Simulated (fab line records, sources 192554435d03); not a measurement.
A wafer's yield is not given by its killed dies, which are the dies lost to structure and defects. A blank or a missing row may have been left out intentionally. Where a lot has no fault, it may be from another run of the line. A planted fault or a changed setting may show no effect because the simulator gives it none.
Chamber matching ; flow n5-finfet ; N5_BEOL_M12_DEP_53 on pecvd-04 has 3 sister chambers
The step deposits SiCN from 3MS/NH3, target thk 30 nm, time 10.5 s. 18 wafers are shown with their chamber, then 9 later ones without.

WAFERS, EACH WITH ITS CHAMBER
wafer;chamber;throttle-valve-pct (%);showerhead-plenum-p-Torr (Torr)
L074.1;2;16.6;4.158
L074.4;0;18.5;4.158
L074.6;1;18.8;4.137
L078.2;2;16.6;4.155
L078.3;1;18.5;4.126
L078.5;1;18.4;4.140
L079.1;1;18.3;4.137
L079.5;1;18.3;4.131
L079.6;0;18.2;4.158
L084.3;2;16.6;4.149
L084.4;2;16.6;4.144
L084.6;1;18.4;4.136
L091.1;1;18.2;4.125
L091.2;0;18.5;4.148
L091.3;2;16.6;4.158
L091.4;1;18.6;4.139
L091.5;2;16.6;4.155
L091.6;0;18.3;4.168

SIGNATURES (averages over the wafers above)
reading;chamber 0;chamber 1;chamber 2;scatter within a chamber
throttle-valve-pct;18.375;18.438;16.600;0.147
showerhead-plenum-p-Torr;4.15800;4.13387;4.15317;0.00628
Rule: for each reading, subtract the chamber's mean from the wafer's reading, divide by that reading's scatter and square the result; add these up over the readings and take the root, which gives the wafer's distance from the chamber. The wafer belongs to the nearest chamber; if the next one is less than 2 further off, it can't be placed. The scatter: the root of (the sum of the squares of (reading less its chamber's mean) over the shown wafers, divided by (wafers less chambers)).

WAFERS WITHOUT THEIR CHAMBER
wafer;throttle-valve-pct (%);showerhead-plenum-p-Torr (Torr)
L090.1;18.4;4.161
L090.2;18.5;4.143
L090.3;16.3;4.159
L090.4;18.5;4.168
L090.5;18.3;4.139
L090.6;16.6;4.151
L095.2;16.8;4.161
L095.5;16.6;4.152
L095.6;18.4;4.123

THE CHAMBER EACH PASSED THROUGH
wafer;from the rows above;in truth
L090.1;0;0
L090.2;can't be placed: 1 or 0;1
L090.3;2;2
L090.4;0;0
L090.5;can't be placed: 1 or 0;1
L090.6;2;2
L095.2;2;2
L095.5;2;2
L095.6;1;1
7 of 9 placed correctly. Unplaceable from these rows: 2, with the true chamber sitting among the candidates in 2. Number placed wrongly: 0.
